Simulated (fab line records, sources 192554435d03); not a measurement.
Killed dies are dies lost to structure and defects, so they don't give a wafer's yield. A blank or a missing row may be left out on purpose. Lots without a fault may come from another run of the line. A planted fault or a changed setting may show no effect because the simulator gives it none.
Which tool did it? | flow n5_finfet | 14 lots, 41 wafers sampled, at 9 steps of a route of 1938

WHAT THE GAUGES READ, wafer by wafer
N5_BEOL_M0_SAQP_CD_MEAS_25: target cd 13.1 nm. Usual: cd_nm 12.72 nm, standard deviation 0.26.
lot  | measured     | on        | cd_nm (nm)        | flag
L174 | day 5 17:17  | cd_sem-03 | 12.88 12.93 12.54 |
L175 | day 5 21:49  | cd_sem-01 | 12.80 12.78 12.83 |
L176 | day 5 22:07  | cd_sem-01 | 12.86 12.91 12.64 |
L180 | day 7 03:10  | cd_sem-02 | - - -             | OFF
L185 | day 8 08:20  | cd_sem-02 | - - -             | OFF
L186 | day 8 20:43  | cd_sem-02 | 12.75 12.99 12.41 |
L187 | day 9 07:19  | cd_sem-03 | 12.49 12.57 12.72 |
L189 | day 9 15:38  | cd_sem-03 | 12.43 12.70 12.49 |
L190 | day 9 20:59  | cd_sem-02 | 12.91 13.08 12.79 |
L192 | day 10 08:02 | cd_sem-02 | 12.99 12.63       |
L194 | day 10 14:02 | cd_sem-03 | 12.90 12.89 12.58 |
L195 | day 10 19:19 | cd_sem-03 | 13.02 12.90 13.15 |
L196 | day 11 06:18 | cd_sem-02 | 12.55 12.44 12.96 |
L197 | day 11 10:34 | cd_sem-02 | 13.22 12.72 12.82 |

N5_BEOL_M0_SAQP_CD_MEAS_29: target cd 14.4 nm. Usual: cd_nm 14.98 nm, standard deviation 0.28.
lot  | measured     | on        | cd_nm (nm)        | flag
L174 | day 5 19:16  | cd_sem-03 | 14.75 14.51 14.87 |
L175 | day 5 23:41  | cd_sem-03 | 14.84 14.74 14.77 |
L176 | day 6 00:13  | cd_sem-03 | 15.01 15.05 14.92 |
L180 | day 7 05:04  | cd_sem-01 | - - -             | OFF
L185 | day 8 11:19  | cd_sem-03 | - - -             | OFF
L186 | day 8 23:31  | cd_sem-02 | 15.29 14.91 14.82 |
L187 | day 9 09:05  | cd_sem-03 | 15.16 15.42 14.82 |
L189 | day 9 17:23  | cd_sem-02 | 14.97 15.18 14.59 |
L190 | day 9 22:44  | cd_sem-01 | 15.09 15.27 15.18 |
L192 | day 10 09:47 | cd_sem-03 | 15.05 15.16       |
L194 | day 10 15:52 | cd_sem-01 | 15.07 15.15 15.25 |
L195 | day 10 21:13 | cd_sem-03 | 15.09 14.87 14.71 |
L196 | day 11 08:04 | cd_sem-02 | 14.90 15.06 14.93 |
L197 | day 11 12:22 | cd_sem-01 | 15.03 15.15 15.03 |

N5_BEOL_M4_RC_MEAS_101. Usual: DIBL_N 36.1 mV/V, standard deviation 2; DIBL_P 36.3 mV/V, standard deviation 2.4; IOFF_N 0.15 nA/um, standard deviation 0.035; IOFF_P 0.21 nA/um, standard deviation 0.039; ION_N 672 uA/um, standard deviation 15; ION_P 463 uA/um, standard deviation 9.7; SS_N 71.5 mV/dec, standard deviation 0.7; SS_P 73.2 mV/dec, standard deviation 0.75; VT_N 251 mV, standard deviation 3.6; VT_P -250 mV, standard deviation 3.8.
lot  | measured     | on        | DIBL_N (mV/V)  | DIBL_P (mV/V)  | IOFF_N (nA/um) | IOFF_P (nA/um) | ION_N (uA/um) | ION_P (uA/um) | SS_N (mV/dec)  | SS_P (mV/dec)  | VT_N (mV)   | VT_P (mV)      | flag
L174 | day 8 06:25  | prober-01 | 33.8 35.8 36.9 | 33.2 36.5 37.2 | 0.12 0.14 0.15 | 0.18 0.22 0.24 | 676 670 669   | 466 468 466   | 70.3 71.2 71.5 | 72.8 73.4 73.8 | 255 252 253 | -252 -247 -248 |
L175 | day 8 06:00  | prober-02 | 39.4 36.0 39.1 | 40.9 36.5 40.4 | 0.23 0.15 0.22 | 0.26 0.19 0.26 | 693 689 707   | 469 470 475   | 72.7 71.2 72.4 | 73.6 72.8 74.9 | 245 248 247 | -249 -252 -249 |
L176 | day 8 08:31  | prober-01 | 32.3 37.0 35.8 | 33.3 38.7 37.5 | 0.11 0.19 0.16 | 0.18 0.27 0.25 | 672 694 688   | 481 481 484   | 71.6 71.2 71.5 | 72.3 73.3 73.6 | 254 247 249 | -248 -245 -247 |
L186 | day 11 06:01 | prober-01 | 36.2 38.2 35.7 | 35.9 37.9 34.8 | 0.16 0.21 0.16 | 0.22 0.26 0.21 | 670 703 683   | 471 478 461   | 71.7 71.6 71.2 | 73.3 73.4 72.6 | 251 245 249 | -246 -245 -251 |
L187 | day 11 12:25 | prober-01 | 36.8 37.1 34.5 | 38.0 37.9 34.3 | 0.18 0.18 0.13 | 0.25 0.26 0.20 | 691 684 663   | 474 473 459   | 71.4 71.4 70.8 | 74.8 73.8 73.7 | 247 249 249 | -247 -247 -251 |
L189 | day 11 23:55 | prober-01 | 35.3 39.3 34.5 | 35.0 39.7 34.1 | 0.14 0.23 0.14 | 0.22 0.30 0.21 | 673 675 684   | 471 467 477   | 71.3 72.1 70.8 | 72.7 73.5 72.3 | 249 247 248 | -248 -242 -248 |
L190 | day 12 12:00 | prober-02 | 33.3 38.0 34.9 | 33.1 38.7 33.5 | 0.13 0.20 0.13 | 0.18 0.27 0.17 | 667 680 664   | 452 462 451   | 70.4 72.8 72.6 | 72.3 73.7 73.3 | 250 247 253 | -254 -248 -250 |
L192 | day 12 20:33 | prober-02 | 40.0 42.3      | 41.2 42.9      | 0.21 0.26      | 0.27 0.31      | 683 692       | 461 468       | 72.2 73.1      | 74.7 75.0      | 249 243     | -249 -245      |
L194 | day 12 23:37 | prober-02 | 36.1 34.5 33.7 | 38.5 35.5 33.6 | 0.17 0.14 0.12 | 0.24 0.20 0.17 | 673 666 662   | 474 462 456   | 71.7 72.0 71.0 | 74.1 73.4 72.7 | 250 250 252 | -250 -251 -255 |
L195 | day 13 18:46 | prober-01 | 37.0 32.3 34.5 | 37.2 31.4 34.8 | 0.18 0.10 0.14 | 0.24 0.15 0.21 | 672 652 665   | 458 457 458   | 72.1 70.9 71.1 | 73.5 71.8 72.5 | 248 258 252 | -250 -254 -249 |
L196 | day 13 23:06 | prober-01 | 36.3 39.6 36.0 | 35.1 39.1 34.1 | 0.13 0.19 0.12 | 0.21 0.27 0.19 | 647 680 656   | 451 464 458   | 71.1 72.3 71.3 | 72.2 73.1 72.6 | 254 246 256 | -247 -248 -253 |
L197 | day 13 18:54 | prober-02 | 37.6 35.1 38.3 | 36.7 33.4 38.3 | 0.17 0.13 0.19 | 0.24 0.19 0.27 | 673 661 701   | 467 461 481   | 71.1 70.7 71.2 | 74.5 72.1 73.5 | 249 252 247 | -247 -249 -243 |

WHICH TOOL RAN EACH LOT (tool, then ch and the chambers of the sampled wafers, then the start)
lot  | N5_BEOL_M0_SAQP_PECVD_96        | N5_BEOL_M0_SAQP_ETCH_84            | N5_BEOL_M0_SAQP_HM_OPEN_112        | N5_BEOL_M0_SAQP_MANDREL_ETCH_20  | N5_BEOL_M0_SAQP_ETCH_102         | N5_BEOL_M0_SAQP_RECESS_104
L174 | pecvd-02 ch 0,2, day 5 14:44    | rie_diel-06 ch 1,2,3, day 5 15:48  | rie_diel-06 ch 1,2,3, day 5 15:54  | rie_si-02 ch 2,3, day 5 15:59    | rie_si-02 ch 1,3, day 5 17:30    | vapor_etch-01 ch 0,1, day 5 17:37
L175 | pecvd-03 ch 0,2, day 5 18:10    | rie_diel-03 ch 0,1,3, day 5 19:05  | rie_diel-03 ch 0,1,3, day 5 19:12  | rie_si-02 ch 2,3, day 5 19:17    | rie_si-02 ch 1,2, day 5 21:58    | vapor_etch-02 ch 0,1, day 5 22:05
L176 | pecvd-02 ch 0,1, day 5 19:33    | rie_diel-03 ch 0,1, day 5 20:34    | rie_diel-03 ch 0,1, day 5 20:41    | rie_si-02 ch 0,1,3, day 5 20:46  | rie_si-04 ch 0,2,3, day 5 22:16  | vapor_etch-02 ch 0,1, day 5 22:34
L180 | pecvd-01 ch 0,1,2, day 7 00:47  | rie_diel-06 ch 0,2, day 7 01:38    | rie_diel-06 ch 0,2, day 7 01:44    | rie_si-04 ch 0,1,3, day 7 01:50  | rie_si-05 ch 0,3, day 7 03:19    | vapor_etch-02 ch 0,1, day 7 03:32
L185 | pecvd-03 ch 1,2, day 8 05:45    | rie_diel-06 ch 1,2, day 8 06:35    | rie_diel-06 ch 1,2, day 8 06:41    | rie_si-05 ch 0,3, day 8 06:47    | rie_si-04 ch 1,2,3, day 8 08:28  | vapor_etch-02 ch 0,1, day 8 08:35
L186 | pecvd-01 ch 0,1,2, day 8 17:38  | rie_diel-03 ch 0,2, day 8 18:44    | rie_diel-03 ch 0,2, day 8 18:50    | rie_si-04 ch 2,3, day 8 18:55    | rie_si-02 ch 1,2, day 8 20:51    | vapor_etch-01 ch 0,1, day 8 20:58
L187 | pecvd-02 ch 0,2, day 9 04:44    | rie_diel-02 ch 1,2,3, day 9 05:26  | rie_diel-02 ch 1,2,3, day 9 05:33  | rie_si-04 ch 0,1,3, day 9 05:38  | rie_si-02 ch 0,1,2, day 9 07:28  | vapor_etch-02 ch 0,1, day 9 07:35
L189 | pecvd-02 ch 0,1, day 9 12:34    | rie_diel-02 ch 0,1,3, day 9 13:29  | rie_diel-02 ch 0,1,3, day 9 13:35  | rie_si-05 ch 0,2,3, day 9 13:40  | rie_si-04 ch 0,1,2, day 9 15:46  | vapor_etch-01 ch 0,1, day 9 15:53
L190 | pecvd-01 ch 0,2, day 9 18:35    | rie_diel-02 ch 2,3, day 9 19:19    | rie_diel-02 ch 2,3, day 9 19:25    | rie_si-04 ch 0,2,3, day 9 19:30  | rie_si-02 ch 0,3, day 9 21:07    | vapor_etch-02 ch 0,1, day 9 21:14
L192 | pecvd-02 ch 0,1, day 10 05:05   | rie_diel-03 ch 1,3, day 10 06:27   | rie_diel-03 ch 1,3, day 10 06:34   | rie_si-05 ch 0, day 10 06:39     | rie_si-02 ch 0,3, day 10 08:11   | vapor_etch-02 ch 0,1, day 10 08:17
L194 | pecvd-01 ch 0,1,2, day 10 11:51 | rie_diel-02 ch 0,1,3, day 10 12:34 | rie_diel-02 ch 0,1,3, day 10 12:40 | rie_si-02 ch 0,2,3, day 10 12:46 | rie_si-02 ch 0,1, day 10 14:16   | vapor_etch-01 ch 0,1, day 10 14:22
L195 | pecvd-02 ch 0,1,2, day 10 16:25 | rie_diel-03 ch 0,1,3, day 10 17:08 | rie_diel-03 ch 0,1,3, day 10 17:14 | rie_si-04 ch 2,3, day 10 17:19   | rie_si-02 ch 0,2,3, day 10 19:28 | vapor_etch-02 ch 0,1, day 10 19:35
L196 | pecvd-03 ch 0,2, day 11 03:43   | rie_diel-02 ch 0,1,3, day 11 04:34 | rie_diel-02 ch 0,1,3, day 11 04:40 | rie_si-04 ch 0,1,3, day 11 04:45 | rie_si-02 ch 0,2, day 11 06:26   | vapor_etch-02 ch 0,1, day 11 06:33
L197 | pecvd-03 ch 1,2, day 11 08:16   | rie_diel-06 ch 1,2, day 11 09:06   | rie_diel-06 ch 1,2, day 11 09:12   | rie_si-02 ch 0,1,3, day 11 09:17 | rie_si-02 ch 0,1, day 11 10:43   | vapor_etch-02 ch 0,1, day 11 10:57
- N5_BEOL_M0_SAQP_PECVD_96: deposits a-Si from SiH4/He, target thk 45 nm, time 45.2 s.
- N5_BEOL_M0_SAQP_ETCH_84: etches SOC in N2/H2, target depth 100 nm, overetch 20 nm, time 150 s.
- N5_BEOL_M0_SAQP_HM_OPEN_112: chemistry CHF3/O2, target SiO2, stops on a-Si, target depth 12 nm, time 13.5 s.
- N5_BEOL_M0_SAQP_MANDREL_ETCH_20: etches a-Si in HBr/Cl2, stops on SiNx, target depth 60 nm, bt time 10 s, time 30 s.
- N5_BEOL_M0_SAQP_ETCH_102: etches SiO2 in CF4, target depth 4 nm, time 4.4 s.
- N5_BEOL_M0_SAQP_RECESS_104: chemistry HF/NH3, target SiO2, target depth 18 nm, afs cycles 3, sublimation time 60 s.

WHAT THE TOOLS THEMSELVES READ (means of the sampled wafers that have a number; where no wafer has one, the mark that the record gives instead)
N5_BEOL_M0_SAQP_PECVD_96. Usual: heater_power_w 601 W, standard deviation 63; showerhead_plenum_p_Torr 5.67 Torr, standard deviation 0.051; susceptor_temp_C 349.99 C, standard deviation 0.19; throttle_valve_pct 18.3 %, standard deviation 1.
lot  | tool     | heater_power_w (W) | showerhead_plenum_p_Torr (Torr) | susceptor_temp_C (C) | throttle_valve_pct (%) | flag
L174 | pecvd-02 | 668                | 5.65                            | 349.84               | 17.9                   |
L175 | pecvd-03 | 617                | 5.65                            | 350.00               | 19.2                   |
L176 | pecvd-02 | 706                | 5.68                            | 350.01               | 17.6                   |
L180 | pecvd-01 | 562                | 5.68                            | 349.88               | 17.6                   |
L185 | pecvd-03 | 583                | 5.70                            | 350.02               | 17.5                   |
L186 | pecvd-01 | 570                | 5.67                            | 349.98               | 17.5                   |
L187 | pecvd-02 | 622                | 5.63                            | 350.14               | 18.8                   |
L189 | pecvd-02 | 643                | 5.69                            | 349.87               | 18.7                   |
L190 | pecvd-01 | 525                | 5.66                            | 350.04               | 17.7                   |
L192 | pecvd-02 | 681                | 5.69                            | 350.04               | 18.2                   |
L194 | pecvd-01 | 577                | 5.68                            | 350.18               | 17.7                   |
L195 | pecvd-02 | 623                | 5.65                            | 349.96               | 17.8                   |
L196 | pecvd-03 | 660                | 5.65                            | 350.04               | 19.4                   |
L197 | pecvd-03 | 610                | 5.72                            | 350.01               | 18.1                   |

N5_BEOL_M0_SAQP_ETCH_84. Usual: drypump_motor_current_A 5.9 A, standard deviation 0.43; oes_product_au 0.71 a.u., standard deviation 0.082; rf_vpp_V 524.1 V, standard deviation 2.3; showerhead_plenum_p_Torr 2.55 Torr, standard deviation 0.08; throttle_valve_pct 17.80 %, standard deviation 0.3.
lot  | tool        | drypump_motor_current_A (A) | oes_product_au (a.u.) | rf_vpp_V (V) | showerhead_plenum_p_Torr (Torr) | throttle_valve_pct (%) | flag
L174 | rie_diel-06 | 5.4                         | 0.71                  | 525.0        | 2.59                            | 17.87                  |
L175 | rie_diel-03 | 5.9                         | 0.65                  | 523.8        | 2.51                            | 17.90                  |
L176 | rie_diel-03 | 6.0                         | 0.64                  | 521.7        | 2.47                            | 17.87                  |
L180 | rie_diel-06 | 5.8                         | 0.62                  | 524.5        | 2.58                            | 18.04                  |
L185 | rie_diel-06 | 5.4                         | 0.62                  | 523.6        | 2.54                            | 18.03                  |
L186 | rie_diel-03 | 6.3                         | 0.86                  | 523.0        | 2.53                            | 17.39                  |
L187 | rie_diel-02 | 6.0                         | 0.78                  | 523.7        | 2.52                            | 17.73                  |
L189 | rie_diel-02 | 6.0                         | 0.70                  | 525.6        | 2.54                            | 17.53                  |
L190 | rie_diel-02 | 5.9                         | 0.82                  | 522.6        | 2.51                            | 17.91                  |
L192 | rie_diel-03 | 5.7                         | 0.64                  | 522.4        | 2.50                            | 17.98                  |
L194 | rie_diel-02 | 6.1                         | 0.69                  | 523.3        | 2.54                            | 17.54                  |
L195 | rie_diel-03 | 5.9                         | 0.70                  | 522.7        | 2.50                            | 17.80                  |
L196 | rie_diel-02 | 6.0                         | 0.68                  | 524.3        | 2.54                            | 17.56                  |
L197 | rie_diel-06 | 5.4                         | 0.71                  | 523.8        | 2.53                            | 18.10                  |

N5_BEOL_M0_SAQP_HM_OPEN_112. Usual: CHF3_flow_sccm 50.00 sccm, standard deviation 0.17; drypump_motor_current_A 5.9 A, standard deviation 0.43; oes_ar_750_au 0.78 a.u., standard deviation 0.093; oes_product_au 0.52 a.u., standard deviation 0.059; rf_vpp_V 531 V, standard deviation 15; showerhead_plenum_p_Torr 2.42 Torr, standard deviation 0.073; throttle_valve_pct 18.83 %, standard deviation 0.24.
lot  | tool        | CHF3_flow_sccm (sccm) | drypump_motor_current_A (A) | oes_ar_750_au (a.u.) | oes_product_au (a.u.) | rf_vpp_V (V) | showerhead_plenum_p_Torr (Torr) | throttle_valve_pct (%) | flag
L174 | rie_diel-06 | 49.91                 | 5.4                         | 0.78                 | 0.52                  | 539          | 2.44                            | 18.84                  |
L175 | rie_diel-03 | 50.07                 | 5.8                         | 0.71                 | 0.47                  | 529          | 2.39                            | 18.95                  |
L176 | rie_diel-03 | 50.00                 | 6.0                         | 0.70                 | 0.46                  | 533          | 2.35                            | 18.84                  |
L180 | rie_diel-06 | 49.84                 | 5.8                         | 0.81                 | 0.30                  | 526          | 2.43                            | 18.99                  | OFF
L185 | rie_diel-06 | 49.93                 | 5.4                         | 0.80                 | 0.32                  | 541          | 2.38                            | 18.86                  | OFF
L186 | rie_diel-03 | 50.28                 | 6.3                         | 0.95                 | 0.64                  | 542          | 2.39                            | 18.38                  |
L187 | rie_diel-02 | 49.82                 | 6.0                         | 0.87                 | 0.57                  | 536          | 2.38                            | 18.64                  |
L189 | rie_diel-02 | 49.80                 | 6.0                         | 0.77                 | 0.50                  | 530          | 2.42                            | 18.62                  |
L190 | rie_diel-02 | 49.87                 | 5.8                         | 0.91                 | 0.60                  | 526          | 2.36                            | 18.71                  |
L192 | rie_diel-03 | 49.89                 | 5.7                         | 0.69                 | 0.46                  | 521          | 2.39                            | 19.13                  |
L194 | rie_diel-02 | 50.02                 | 6.0                         | 0.77                 | 0.50                  | 529          | 2.42                            | 18.63                  |
L195 | rie_diel-03 | 50.10                 | 5.9                         | 0.77                 | 0.50                  | 529          | 2.38                            | 18.85                  |
L196 | rie_diel-02 | 49.88                 | 6.1                         | 0.76                 | 0.50                  | 529          | 2.42                            | 18.65                  |
L197 | rie_diel-06 | 50.11                 | 5.4                         | 0.78                 | 0.52                  | 541          | 2.37                            | 18.95                  |

N5_BEOL_M0_SAQP_MANDREL_ETCH_20. Usual: HBr_flow_sccm 150.0 sccm, standard deviation 0.43; drypump_motor_current_A 5.7 A, standard deviation 0.38; he_backside_leak_sccm 2.67 sccm, standard deviation 0.28; oes_product_au 0.776 a.u., standard deviation 0.016; throttle_valve_pct 35.5 %, standard deviation 0.35.
lot  | tool      | HBr_flow_sccm (sccm) | drypump_motor_current_A (A) | he_backside_leak_sccm (sccm) | oes_product_au (a.u.) | throttle_valve_pct (%) | flag
L174 | rie_si-02 | 150.2                | 5.7                         | 2.79                         | 0.779                 | 35.1                   |
L175 | rie_si-02 | 149.9                | 5.7                         | 2.84                         | 0.767                 | 35.1                   |
L176 | rie_si-02 | 150.4                | 5.5                         | 2.36                         | 0.775                 | 35.6                   |
L180 | rie_si-04 | 150.0                | 5.9                         | 2.71                         | 0.333                 | 36.4                   | OFF
L185 | rie_si-05 | 149.9                | 5.9                         | 2.69                         | 0.322                 | 36.5                   | OFF
L186 | rie_si-04 | 150.0                | 6.0                         | 2.86                         | 0.772                 | 35.3                   |
L187 | rie_si-04 | 149.9                | 6.0                         | 2.71                         | 0.792                 | 35.5                   |
L189 | rie_si-05 | 150.4                | 5.6                         | 2.56                         | 0.765                 | 35.5                   |
L190 | rie_si-04 | 150.2                | 5.8                         | 2.78                         | 0.777                 | 35.3                   |
L192 | rie_si-05 | 150.3                | 6.0                         | 2.83                         | 0.781                 | 35.3                   |
L194 | rie_si-02 | 149.7                | 5.5                         | 2.57                         | 0.772                 | 35.4                   |
L195 | rie_si-04 | 150.1                | 5.9                         | 2.64                         | 0.776                 | 35.5                   |
L196 | rie_si-04 | 150.0                | 6.0                         | 2.67                         | 0.785                 | 35.5                   |
L197 | rie_si-02 | 149.8                | 5.5                         | 2.37                         | 0.776                 | 35.5                   |

N5_BEOL_M0_SAQP_ETCH_102. Usual: drypump_motor_current_A 5.7 A, standard deviation 0.36; he_backside_leak_sccm 2.65 sccm, standard deviation 0.26; oes_product_au 1.008 a.u., standard deviation 0.021; throttle_valve_pct 22.0 %, standard deviation 0.32.
lot  | tool      | drypump_motor_current_A (A) | he_backside_leak_sccm (sccm) | oes_product_au (a.u.) | throttle_valve_pct (%) | flag
L174 | rie_si-02 | 5.6                         | 2.50                         | 1.011                 | 21.9                   |
L175 | rie_si-02 | 5.8                         | 2.87                         | 0.975                 | 21.8                   |
L176 | rie_si-04 | 5.8                         | 3.02                         | 1.009                 | 21.8                   |
L180 | rie_si-05 | 5.9                         | 2.72                         | 1.004                 | 22.0                   |
L185 | rie_si-04 | 6.1                         | 2.69                         | 0.997                 | 21.9                   |
L186 | rie_si-02 | 5.7                         | 2.67                         | 0.987                 | 21.9                   |
L187 | rie_si-02 | 5.7                         | 2.74                         | 1.007                 | 22.1                   |
L189 | rie_si-04 | 6.0                         | 2.75                         | 1.017                 | 21.8                   |
L190 | rie_si-02 | 5.4                         | 2.36                         | 1.036                 | 22.2                   |
L192 | rie_si-02 | 5.3                         | 2.37                         | 1.024                 | 22.1                   |
L194 | rie_si-02 | 5.6                         | 2.55                         | 1.013                 | 22.2                   |
L195 | rie_si-02 | 5.5                         | 2.49                         | 1.014                 | 21.9                   |
L196 | rie_si-02 | 5.6                         | 2.57                         | 1.015                 | 22.2                   |
L197 | rie_si-02 | 5.6                         | 2.43                         | 1.008                 | 22.2                   |

N5_BEOL_M0_SAQP_RECESS_104. Usual: drypump_motor_current_A 5.9 A, standard deviation 0.32; foreline_p_Torr 0.1279 Torr, standard deviation 0.00058.
lot  | tool          | drypump_motor_current_A (A) | foreline_p_Torr (Torr) | flag
L174 | vapor_etch-01 | 5.7                         | 0.1280                 |
L175 | vapor_etch-02 | 5.9                         | 0.1275                 |
L176 | vapor_etch-02 | 6.0                         | 0.1283                 |
L180 | vapor_etch-02 | 5.9                         | 0.1281                 |
L185 | vapor_etch-02 | 6.0                         | 0.1276                 |
L186 | vapor_etch-01 | 5.8                         | 0.1281                 |
L187 | vapor_etch-02 | 5.9                         | 0.1280                 |
L189 | vapor_etch-01 | 6.0                         | 0.1277                 |
L190 | vapor_etch-02 | 5.9                         | 0.1277                 |
L192 | vapor_etch-02 | 5.9                         | 0.1275                 |
L194 | vapor_etch-01 | 6.0                         | 0.1284                 |
L195 | vapor_etch-02 | 5.9                         | 0.1274                 |
L196 | vapor_etch-02 | 5.9                         | 0.1273                 |
L197 | vapor_etch-02 | 5.9                         | 0.1289                 |

THE ANSWER, worked out from the rows above alone
Rule: a lot is off if the mean of its wafers that have a number lies more than 3 standard deviations from the usual mean. A lot without any number at a reading at which 4 lots or more have one is off too. The other lots that the step has rows for count as sound. The gauges are gone through in route order, then the tools' own readings, and for those a lot's mean is taken as printed above. The first step at which some lot is off is used, and at that step the reading that is off furthest; a lot without a number counts as furthest.
Off: L180, L185, at N5_BEOL_M0_SAQP_CD_MEAS_25 (cd_nm). Without a number there: L180, L185.
A tool fits if, at a process step before that reading, it ran every lot that is off, and no sound lot after the first of them. The gauges at N5_BEOL_M0_SAQP_CD_MEAS_25 aren't tried: what is off there is off at N5_BEOL_M0_SAQP_CD_MEAS_29 too, on other tools, and a gauge's error can't cause that. None of those tried fits.

WHAT THE SIMULATOR HAD PUT IN
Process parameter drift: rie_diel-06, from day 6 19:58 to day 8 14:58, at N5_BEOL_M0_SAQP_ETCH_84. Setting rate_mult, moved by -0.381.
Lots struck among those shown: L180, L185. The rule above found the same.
